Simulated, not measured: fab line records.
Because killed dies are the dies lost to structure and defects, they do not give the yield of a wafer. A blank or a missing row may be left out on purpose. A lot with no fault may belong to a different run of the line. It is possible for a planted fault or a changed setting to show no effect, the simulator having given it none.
fab line records	flow n5Finfet
record lots=11	wafers=32	lastDay=18
route steps=1938 shown BEOL_M14@1717 PASSIVATION@1936
lots that met no fault: from a run of the same line without faults
startH: hours from the record's opening day to when the first of the lot's shown wafers began	waitH: hours elapsed since this lot's preceding step	" the same as in the row above	L1.1+2: a single row standing in for several wafers	- no value present, or no start provided	* or withheld: withheld	< > ~ a bound
route shown NAME@n: a module of which the file shows steps, and the number in the route of the first	usual: mean/standard deviation taken from wafers without a fault	same: alike in all rows	chamber/n: place in a boat	sites: readings site by site	_std_site: how widely they spread, as a standard deviation	_edge_site: mean of outer sites minus mean of inner sites	radiusMm: how far each site lies from the wafer's centre	mask NAME#n: copy n	behind: tool/chamber where the wafer was last shaped	hold: reason for holding the lot/hours on hold/outcome of the hold	device: whichever transistor did not switch (one of n, p or np)	end of line: the tests these same wafers got at the end of their route	a step with no rows: only its recipe	killed: dies that structure and defects cost at the first sort, which is not the same as the wafer's yield	map: per-die view of a wafer (x killed, . not killed, _ where there is no die)
set.NAME: setting as actually run; set.NAME@STEP: the setting as run at that earlier step	model.NAME: the simulator's own value behind a step, which no gauge read
a sample of lots followed through the steps of the route, with each step as a table and each wafer as a row
services: from which hour (startH, from the record's first day; less than 0 if before it) a tool's chamber was out of use, for how many hours, and why
## steps
# step N5_BEOL_M14_THK_MEAS_01
# recipe reads=SiO2_of_BEOL_M14_ILD_DEP_00
# usual M14_ILD_THK=1121/15
lot.wafer	tool	chamber	startH	waitH	M14_ILD_THK[nm]
L135.2	filmMetro-01	-	282.94	0.1	1110
L135.3	"	-	"	"	1117
L135.4	"	-	"	"	1137
L133.1	filmMetro-01	-	286.54	0.1	1131
L133.4	"	-	"	"	1124
L133.6	"	-	"	"	1129
L138.1	filmMetro-02	-	308.43	0.1	1116
L138.3	"	-	"	"	1109
L138.4	"	-	"	"	1112
L137.2	filmMetro-01	-	314.01	0.1	1102
L137.3	"	-	"	"	1096
L137.5	"	-	"	"	1108
L139.1	filmMetro-02	-	320.37	0.1	1117
L139.4	"	-	"	"	1133
L139.6	"	-	"	"	1142
L140.1	filmMetro-02	-	323.85	0.1	1131
L140.3	"	-	"	"	1117
L140.6	"	-	"	"	1159
L144.4	filmMetro-01	-	355.22	0.0	1143
L144.5	"	-	"	"	1128
L147.2	filmMetro-02	-	381.95	0.1	1110
L147.3	"	-	"	"	1121
L147.5	"	-	"	"	1146
L150.2	filmMetro-02	-	387.41	0.1	1122
L150.3	"	-	"	"	1112
L150.6	"	-	"	"	1133
L146.3	filmMetro-01	-	390.42	0.1	1116
L146.5	"	-	"	"	1116
L146.6	"	-	"	"	1131
L151.1	filmMetro-01	-	405.73	0.2	1109
L151.3	"	-	"	"	1108
L151.5	"	-	"	"	1112
# step N5_BEOL_M14_CD_MEAS_10
# recipe targetCdNm=250	landingEnergyEv=500	detector=seInlens	polarity=opening
# usual cdNm=250.2/1.5
lot.wafer	tool	chamber	startH	waitH	cdNm
L135.2	cdSem-01	0	283.25	-	249.3
L135.3	"	0	"	"	248.3
L135.4	"	0	"	"	248.6
L133.1	cdSem-02	0	286.84	-	251.5
L133.4	"	0	"	"	250.2
L133.6	"	0	"	"	251.6
L138.1	cdSem-01	0	308.73	-	251.6
L138.3	"	0	"	"	250.5
L138.4	"	0	"	"	250.1
L137.2	cdSem-01	0	314.44	-	251.0
L137.3	"	0	"	"	251.0
L137.5	"	0	"	"	252.0
L139.1	cdSem-01	0	320.67	-	251.8
L139.4	"	0	"	"	251.4
L139.6	"	0	"	"	252.2
L140.1	cdSem-01	0	324.16	-	249.9
L140.3	"	0	"	"	247.1
L140.6	"	0	"	"	246.7
L144.4	cdSem-03	0	355.53	-	251.8
L144.5	"	0	"	"	251.6
L147.2	cdSem-03	0	382.42	-	252.2
L147.3	"	0	"	"	251.5
L147.5	"	0	"	"	252.0
L150.2	cdSem-01	0	387.72	-	250.9
L150.3	"	0	"	"	250.8
L150.6	"	0	"	"	250.6
L146.3	cdSem-01	0	390.73	-	247.8
L146.5	"	0	"	"	249.2
L146.6	"	0	"	"	249.8
L151.1	cdSem-03	0	406.16	-	252.1
L151.3	"	0	"	"	248.8
L151.5	"	0	"	"	248.8
# step N5_BEOL_M14_PEB_26
# recipe pebTempC=130	pebTimeS=90
# usual heaterPowerTotalW=172.5/0.8	plateTempC=129.99/0.17
lot.wafer	tool	chamber	startH	waitH	heaterPowerTotalW	plateTempC
L135.2	lithoTrack-01	0	284.20	0.0	172.3	130.04
L135.3	"	0	"	"	172.3	129.87
L135.4	"	0	"	"	172.8	129.87
L133.1	lithoTrack-01	0	288.00	0.1	171.8	129.70
L133.4	"	0	"	"	172.3	129.63
L133.6	"	0	"	"	171.7	129.67
L138.1	lithoTrack-01	0	309.59	0.1	172.9	130.17
L138.3	"	0	"	"	171.8	129.85
L138.4	"	0	"	"	173.2	130.11
L137.2	lithoTrack-05	0	315.30	0.0	172.9	129.91
L137.3	"	0	"	"	173.0	129.82
L137.5	"	0	"	"	172.4	130.16
L139.1	lithoTrack-01	0	321.77	0.1	172.9	129.96
L139.4	"	0	"	"	172.4	129.75
L139.6	"	0	"	"	172.1	129.86
L140.1	lithoTrack-01	0	325.03	0.1	171.9	129.79
L140.3	"	0	"	"	171.3	130.08
L140.6	"	0	"	"	172.6	129.99
L144.4	lithoTrack-01	0	356.59	0.0	171.1	129.98
L144.5	"	0	"	"	170.9	129.94
L147.2	lithoTrack-01	0	383.27	0.0	170.1	128.25
L147.3	"	0	"	"	168.8	128.35
L147.5	"	0	"	"	169.7	128.36
L150.2	lithoTrack-01	0	388.49	0.0	169.2	128.67
L150.3	"	0	"	"	170.2	128.54
L150.6	"	0	"	"	169.2	128.56
L146.3	lithoTrack-01	0	391.47	0.0	171.1	128.51
L146.5	"	0	"	"	169.3	128.58
L146.6	"	0	"	"	168.8	128.59
L151.1	lithoTrack-05	0	407.13	0.1	172.3	129.92
L151.3	"	0	"	"	171.6	129.77
L151.5	"	0	"	"	170.9	129.83
# step N5_BEOL_M14_CD_MEAS_28
# recipe targetCdNm=284.4	landingEnergyEv=500	detector=seInlens
# usual cdNm=285.2/1.8
lot.wafer	tool	chamber	startH	waitH	cdNm
L135.2	cdSem-02	0	284.31	-	283.2
L135.3	"	0	"	"	283.8
L135.4	"	0	"	"	284.9
L133.1	cdSem-03	0	288.12	-	286.3
L133.4	"	0	"	"	287.8
L133.6	"	0	"	"	284.5
L138.1	cdSem-03	0	309.71	-	287.2
L138.3	"	0	"	"	286.1
L138.4	"	0	"	"	286.0
L137.2	cdSem-01	0	315.41	-	285.3
L137.3	"	0	"	"	286.0
L137.5	"	0	"	"	286.2
L139.1	cdSem-02	0	321.88	-	284.2
L139.4	"	0	"	"	285.7
L139.6	"	0	"	"	286.3
L140.1	cdSem-01	0	325.15	-	287.1
L140.3	"	0	"	"	286.2
L140.6	"	0	"	"	285.3
L144.4	cdSem-02	0	356.71	-	286.8
L144.5	"	0	"	"	286.2
L147.2	cdSem-03	0	383.39	-	278.3
L147.3	"	0	"	"	277.9
L147.5	"	0	"	"	279.2
L150.2	cdSem-02	0	388.60	-	279.0
L150.3	"	0	"	"	280.7
L150.6	"	0	"	"	280.8
L146.3	cdSem-03	0	391.59	-	280.5
L146.5	"	0	"	"	279.3
L146.6	"	0	"	"	279.5
L151.1	cdSem-02	0	407.25	-	283.6
L151.3	"	0	"	"	285.5
L151.5	"	0	"	"	286.1
# step N5_BEOL_M14_ETCH_67
# recipe chemistry=CF4	target=SiARC	targetDepthA=1430	timeS=238.3	ionEnergyEv=80	pressureMtorr=40	sourceW=545	biasW=36	Ar_flow_sccm=100	cf4FlowSccm=100	ends=cleared
# usual drypumpMotorCurrentA=5.6/0.53	etchRfOnTimeS=239/4.7	oesProductAu=0.67/0.066	rfVppV=184.0/1.3	showerheadPlenumPTorr=2.13/0.08	throttleValvePct=15.61/0.18
lot.wafer	tool	chamber	startH	waitH	drypumpMotorCurrentA	etchRfOnTimeS	oesProductAu	rfHoursCounterH	rfVppV	showerheadPlenumPTorr	throttleValvePct
L135.2	rieDiel-06	2	284.44	0.0	5.4	229	0.79	19	184.3	2.18	15.42
L135.3	"	0	"	"	5.2	236	0.73	54	184.9	2.17	15.54
L135.4	"	3	"	"	4.9	232	0.75	62	184.9	2.27	15.83
L133.1	rieDiel-06	0	288.24	0.0	5.3	239	0.73	55	184.2	2.17	15.53
L133.4	"	2	"	"	5.3	231	0.78	21	184.1	2.18	15.41
L133.6	"	3	"	"	4.9	234	0.76	-	185.8	2.27	15.83
L138.1	rieDiel-04	0	309.83	0.0	4.9	243	0.66	141	182.9	2.06	15.69
L138.3	"	1	"	"	5.7	237	0.61	224	181.6	2.04	15.47
L138.4	"	1	"	"	5.7	237	0.62	-	181.4	2.04	15.47
L137.2	rieDiel-03	1	315.63	0.0	6.3	239	0.65	143	183.5	2.15	15.43
L137.3	"	3	"	"	5.7	236	0.66	140	183.4	2.06	15.45
L137.5	"	2	"	"	5.6	246	0.66	-	182.1	2.06	15.74
L139.1	rieDiel-04	3	322.01	0.0	5.8	240	0.57	242	184.6	2.12	15.69
L139.4	"	2	"	"	6.8	238	0.83	3	184.5	2.11	15.60
L139.6	"	0	"	"	4.9	241	0.65	-	184.8	2.06	15.70
L140.1	rieDiel-04	1	325.27	0.0	5.7	237	0.61	228	182.1	2.03	15.48
L140.3	"	3	"	"	5.8	242	0.57	243	184.4	2.12	15.68
L140.6	"	3	"	"	5.8	241	0.57	-	183.5	2.12	15.67
L144.4	rieDiel-04	2	356.92	0.1	6.8	246	0.78	-	182.2	2.10	15.63
L144.5	"	0	"	"	4.9	247	0.64	-	183.6	2.05	15.72
L147.2	rieDiel-03	0	383.51	0.0	5.2	239	0.63	172	186.4	2.22	15.78
L147.3	"	1	"	"	6.3	241	0.63	167	183.7	2.14	15.45
L147.5	"	0	"	"	5.2	237	0.63	-	185.0	2.22	15.79
L150.2	rieDiel-03	3	388.96	0.0	5.7	242	0.63	168	183.8	2.05	15.53
L150.3	"	0	"	"	5.2	241	0.62	175	184.4	2.22	15.79
L150.6	"	0	"	"	5.1	239	0.62	-	184.6	2.22	15.80
L146.3	rieDiel-06	1	391.71	0.0	5.9	233	0.70	113	185.6	2.25	15.64
L146.5	"	3	"	"	5.0	236	0.71	-	185.5	2.25	15.90
L146.6	"	1	"	"	5.9	235	0.69	-	187.3	2.25	15.64
L151.1	rieDiel-04	1	407.60	0.0	5.7	239	0.82	3	186.6	2.28	15.03
L151.3	"	3	"	"	5.8	234	0.77	21	183.4	2.11	15.26
L151.5	"	0	"	"	4.9	242	0.63	-	181.8	2.05	15.76
# step N5_PASSIVATION_PROBE_49
# usual defectLimitedYield=91.2/1.4	killed_at_M0_to_M3=34/9.4	killed_at_M4_up=14/5.6	killedAtContacts=13/7.8	killedAtFrontEnd=37/10	killedAtOther=4/3.3	killedDies=103/17	killedOpen=68/13	killedShort=33/8.2	sort_bin_5_function=5.1/0.92	sort_bin_6_memory=3.3/0.71	sort_bin_8_speed=0.01/0.043	sortNPass=1077/17
# same grossDies=1180	killedAtBackSide=0	sort_bin_4_leakage[%]=0
lot.wafer	tool	chamber	startH	waitH	defectLimitedYield[%]	killed_at_M0_to_M3	killed_at_M4_up	killedAtContacts	killedAtFrontEnd	killedAtOther	killedDies	killedOpen	killedShort	sort_bin_5_function[%]	sort_bin_6_memory[%]	sort_bin_8_speed[%]	sortNPass
L135.2	prober-02	-	309.09	0.1	91.9	11	16	30	36	3	96	71	25	5.2	2.9	0	1084
L135.3	prober-02	-	309.14	0.1	88.6	39	23	21	42	9	134	88	46	7.0	4.0	0	1046
L135.4	prober-02	-	309.19	0.2	90.1	46	6	14	50	1	117	66	50	6.4	3.2	0	1063
L138.1	prober-01	-	338.14	0.0	89.8	52	20	7	40	1	120	87	32	5.6	4.3	0	1060
L138.3	prober-01	-	338.24	0.1	90.4	52	18	6	32	5	113	71	42	5.6	3.6	0	1067
L138.4	prober-01	-	338.29	0.2	90.6	51	13	6	40	1	111	79	32	5.1	4.1	0	1069
L139.1	prober-02	-	343.83	0.0	91.3	24	25	16	33	5	103	72	31	5.5	3.1	0	1077
L139.4	prober-02	-	343.98	0.2	91.1	29	16	15	39	6	105	65	39	4.9	3.8	0	1075
L139.6	prober-02	-	344.08	0.3	92.7	32	11	3	36	4	86	53	32	4.4	2.4	0	1094
L147.2	prober-01	-	409.92	0.1	91.5	34	13	9	43	1	100	70	28	4.7	3.3	0	1080
L147.3	prober-01	-	409.97	0.1	90.0	32	18	9	53	6	118	71	47	6.2	3.5	0	1062
L147.5	prober-01	-	410.07	0.2	93.1	29	9	5	38	1	82	53	23	4.0	2.5	0	1098
L150.2	prober-02	-	412.89	0.1	91.3	32	20	20	27	4	103	73	29	5.0	3.6	0	1077
L150.3	prober-02	-	412.94	0.1	88.6	50	11	19	48	7	135	89	46	6.6	4.3	0	1045
L150.6	prober-02	-	413.09	0.3	91.7	26	17	10	44	1	98	60	35	5.1	2.5	0	1082
L146.3	prober-02	-	418.77	0.1	94.0	30	7	4	26	4	71	48	22	3.2	2.6	0.08	1109
L146.5	prober-02	-	418.87	0.2	91.9	30	11	5	40	9	95	68	25	4.4	3.6	0	1085
L146.6	prober-02	-	418.92	0.3	92.0	41	4	14	33	2	94	67	25	4.7	2.8	0	1086
L151.1	prober-02	-	434.80	0.0	91.9	29	15	11	33	7	95	66	28	4.7	3.2	0	1085
L151.3	prober-02	-	434.90	0.1	90.0	44	19	11	39	5	118	75	36	5.7	3.6	0.42	1057
L151.5	prober-02	-	435.00	0.2	91.6	51	15	6	24	3	99	71	23	5.8	2.4	0.08	1081
# killed by level:class
L135.2 MOL_CONTACT_COAG:geometricParticle:open=22 STI_FIN_REVEAL:geometricParticle:open=14 FIN_SAQP:geometricParticle:open=9 MOL_CONTACT_COAG:geometricParticle:short=8 BEOL_M4:geometricParticle:open=7 BEOL_M7:geometricParticle:open=4 GATE_CUT:geometricParticle:short=3 FIN_SAQP:geometricParticle:short=3
L135.3 MOL_CONTACT_COAG:geometricParticle:open=19 BEOL_M0_SAQP:geometricParticle:open=13 BEOL_M0_SAQP:geometricParticle:short=10 FIN_SAQP:geometricParticle:short=9 FIN_SAQP:geometricParticle:open=9 STI_FIN_REVEAL:geometricParticle:open=9 BEOL_M4:geometricParticle:open=9 BEOL_M2:geometricParticle:open=6
L135.4 FIN_SAQP:geometricParticle:short=18 BEOL_M0_SAQP:geometricParticle:open=13 MOL_CONTACT_COAG:geometricParticle:open=10 BEOL_M0_SAQP:geometricParticle:short=9 BEOL_M2:geometricParticle:open=9 STI_FIN_REVEAL:geometricParticle:open=8 BEOL_M3:geometricParticle:open=6 BEOL_M1:geometricParticle:open=5
L138.1 BEOL_M2:geometricParticle:open=18 STI_FIN_REVEAL:geometricParticle:open=17 BEOL_M4:geometricParticle:open=13 BEOL_M0_SAQP:geometricParticle:open=11 STI_FIN_REVEAL:geometricParticle:short=9 MOL_CONTACT_COAG:geometricParticle:open=6 BEOL_M2:geometricParticle:short=6 BEOL_M3:geometricParticle:open=6
L138.3 BEOL_M4:geometricParticle:open=13 BEOL_M0_SAQP:geometricParticle:open=10 BEOL_M3:geometricParticle:open=9 BEOL_M0_SAQP:geometricParticle:short=8 BEOL_M1:geometricParticle:open=8 BEOL_M2:geometricParticle:open=8 FIN_SAQP:geometricParticle:short=6 MOL_CONTACT_COAG:geometricParticle:open=5
L138.4 STI_FIN_REVEAL:geometricParticle:open=18 BEOL_M2:geometricParticle:open=13 FIN_SAQP:geometricParticle:open=11 BEOL_M1:geometricParticle:open=10 BEOL_M2:geometricParticle:short=8 BEOL_M3:geometricParticle:open=7 BEOL_M4:geometricParticle:open=6 MOL_CONTACT_COAG:geometricParticle:open=5
L139.1 MOL_CONTACT_COAG:geometricParticle:open=15 BEOL_M0_SAQP:geometricParticle:short=8 STI_FIN_REVEAL:geometricParticle:open=7 FIN_SAQP:geometricParticle:short=6 BEOL_M5:geometricParticle:open=6 GATE_CUT:geometricParticle:short=5 BEOL_M0_SAQP:geometricParticle:open=5 BEOL_M7:geometricParticle:open=5
L139.4 BEOL_M0_SAQP:geometricParticle:open=14 MOL_CONTACT_COAG:geometricParticle:open=9 FIN_SAQP:geometricParticle:short=7 STI_FIN_REVEAL:geometricParticle:open=7 BEOL_M2:geometricParticle:open=7 MOL_CONTACT_COAG:geometricParticle:short=6 BEOL_M4:geometricParticle:open=6 FIN_SAQP:geometricParticle:open=5
L139.6 BEOL_M0_SAQP:geometricParticle:short=11 STI_FIN_REVEAL:geometricParticle:open=10 BEOL_M0_SAQP:geometricParticle:open=7 GATE_CUT:geometricParticle:short=6 FIN_SAQP:geometricParticle:open=5 BEOL_M1:geometricParticle:open=5 BEOL_M2:geometricParticle:open=4 BEOL_M4:geometricParticle:open=4
L147.2 STI_FIN_REVEAL:geometricParticle:open=15 BEOL_M2:geometricParticle:open=10 MOL_CONTACT_COAG:geometricParticle:open=8 FIN_SAQP:geometricParticle:open=6 BEOL_M4:geometricParticle:open=6 BEOL_M0_SAQP:geometricParticle:open=5 BEOL_M0_SAQP:geometricParticle:short=5 BEOL_M1:geometricParticle:open=4
L147.3 FIN_SAQP:geometricParticle:open=13 STI_FIN_REVEAL:geometricParticle:open=10 BEOL_M0_SAQP:geometricParticle:short=10 FIN_SAQP:geometricParticle:short=6 GATE_CUT:geometricParticle:short=6 MOL_CONTACT_COAG:geometricParticle:short=5 BEOL_M1:geometricParticle:open=5 BEOL_M8:geometricParticle:open=5
L147.5 STI_FIN_REVEAL:geometricParticle:open=9 BEOL_M0_SAQP:geometricParticle:open=8 BEOL_M1:geometricParticle:open=6 FIN_SAQP:geometricParticle:short=5 MOL_CONTACT_COAG:geometricParticle:open=5 BEOL_M1:geometricParticle:short=5 STARTING-WAFER:geometricParticle:short=5 HKMG_FIN:areaEtch=5
L150.2 MOL_CONTACT_COAG:geometricParticle:open=17 BEOL_M4:geometricParticle:open=12 BEOL_M3:geometricParticle:open=11 BEOL_M0_SAQP:geometricParticle:short=7 STI_FIN_REVEAL:geometricParticle:open=6 BEOL_M0_SAQP:geometricParticle:open=5 ILD0:geometricParticle:open=4 BEOL_M2:geometricParticle:short=4
L150.3 FIN_SAQP:geometricParticle:open=19 MOL_CONTACT_COAG:geometricParticle:open=15 FIN_SAQP:geometricParticle:short=14 BEOL_M0_SAQP:geometricParticle:short=14 BEOL_M0_SAQP:geometricParticle:open=12 BEOL_M3:geometricParticle:open=11 BEOL_M4:geometricParticle:open=8 PASS1_CAP:geometricParticle:open=5
L150.6 BEOL_M0_SAQP:geometricParticle:open=13 GATE_CUT:geometricParticle:short=10 BEOL_M4:geometricParticle:open=10 MOL_CONTACT_COAG:geometricParticle:open=8 FIN_SAQP:geometricParticle:short=7 FIN_SAQP:geometricParticle:open=5 STI_FIN_REVEAL:geometricParticle:open=4 BEOL_M3:geometricParticle:open=4
L146.3 BEOL_M3:geometricParticle:open=8 STI_FIN_REVEAL:geometricParticle:open=6 BEOL_M0_SAQP:geometricParticle:open=6 BEOL_M1:geometricParticle:open=6 FIN_SAQP:geometricParticle:short=4 FIN_SAQP:geometricParticle:open=3 STI_FIN_REVEAL:geometricParticle:short=3 MOL_CONTACT_COAG:geometricParticle:open=3
L146.5 BEOL_M3:geometricParticle:open=9 STI_FIN_REVEAL:geometricParticle:open=8 BEOL_M4:geometricParticle:open=8 FIN_SAQP:geometricParticle:open=6 BEOL_M1:geometricParticle:open=6 GATE_CUT:geometricParticle:short=5 MOL_CONTACT_COAG:geometricParticle:open=5 BEOL_M3:geometricParticle:short=4
L146.6 BEOL_M3:geometricParticle:open=13 MOL_CONTACT_COAG:geometricParticle:open=12 STI_FIN_REVEAL:geometricParticle:open=9 DUMMY_GATE:geometricParticle:open=6 BEOL_M0_SAQP:geometricParticle:short=6 BEOL_M1:geometricParticle:open=6 BEOL_M0_SAQP:geometricParticle:open=4 BEOL_M2:geometricParticle:open=4
L151.1 MOL_CONTACT_COAG:geometricParticle:open=9 BEOL_M3:geometricParticle:open=9 BEOL_M1:geometricParticle:open=8 BEOL_M4:geometricParticle:open=8 FIN_SAQP:geometricParticle:open=7 FIN_SAQP:geometricParticle:short=6 MIM_TOP_ETCH:geometricParticle:open=5 GATE_CUT:geometricParticle:short=4
L151.3 MOL_CONTACT_COAG:geometricParticle:open=11 BEOL_M3:geometricParticle:open=11 BEOL_M4:geometricParticle:open=11 FIN_SAQP:geometricParticle:short=8 FIN_SAQP:geometricParticle:open=8 BEOL_M0_SAQP:geometricParticle:open=8 BEOL_M1:geometricParticle:open=6 HKMG_FIN:areaEtch=6
L151.5 BEOL_M1:geometricParticle:open=14 BEOL_M3:geometricParticle:open=14 BEOL_M2:geometricParticle:open=12 BEOL_M4:geometricParticle:open=7 FIN_SAQP:geometricParticle:open=6 MOL_CONTACT_COAG:geometricParticle:open=6 BEOL_M3:geometricParticle:short=5 FIN_SAQP:geometricParticle:short=3
## services
tool	chamber	startH	hours	kind
rieDiel-03	1	265.87	8.3	repair
rieDiel-04	2	281.12	-	clean
rieDiel-04	2	281.12	-	consumableReplace:focusRing
rieDiel-04	2	281.12	32.3	scheduledDown
rieDiel-04	2	281.12	32.3	ventCycle
lithoTrack-01	-	281.34	-	consumableReplace:filter
rieDiel-03	0	314.36	19.1	repair
rieDiel-03	1	319.35	9.5	repair
rieDiel-06	0	335.30	4.4	repair
rieDiel-03	3	338.59	11.0	repair
rieDiel-04	3	341.90	-	clean
rieDiel-04	3	341.90	-	consumableReplace:focusRing
rieDiel-04	3	341.90	15.6	scheduledDown
rieDiel-04	3	341.90	15.6	ventCycle
rieDiel-04	2	358.26	6.6	repair
rieDiel-06	2	379.85	11.7	repair
rieDiel-03	2	380.00	12.7	repair
rieDiel-04	1	384.22	-	clean
rieDiel-04	1	384.22	-	consumableReplace:focusRing
rieDiel-04	1	384.22	-	consumableReplace:showerhead
rieDiel-04	1	384.22	16.0	scheduledDown
rieDiel-06	0	386.76	22.5	repair
rieDiel-03	2	394.52	8.1	repair
rieDiel-06	-	396.50	0.7	repair
## key
firstSign step=N5_BEOL_M14_PEB_26	reading=plateTempC	direction=down	sigmas=8.8	usual=*	struck=*
effect step=N5_BEOL_M14_PEB_26	reading=heaterPowerTotalW	direction=down	sigmas=3.6	usual=*	struck=*
effect step=N5_BEOL_M14_CD_MEAS_28	reading=cdNm	direction=down	sigmas=3.2	usual=285.2	struck=279.5	through=controlLoop
metAt N5_BEOL_M14_PEB_26
struckLots L146,L147,L150
loopTrim step=N5_BEOL_M14_EXPOSE_25	setting=dose	lots=L150
notActingAt N5_BEOL_M14_THK_MEAS_01,N5_BEOL_M14_CD_MEAS_10,N5_BEOL_M14_ETCH_67
onsetBetween 356.59 383.27
fault kind=processParameterDrift	tool=lithoTrack-01	chamber=-	onsetH=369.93	steps=N5_BEOL_M14_PEB_26	channel=pebTempC	offset=*	shape=step	endH=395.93	actsIn=*	stated=*
# loopTrim: a control loop set the setting to another value than it would have without faults
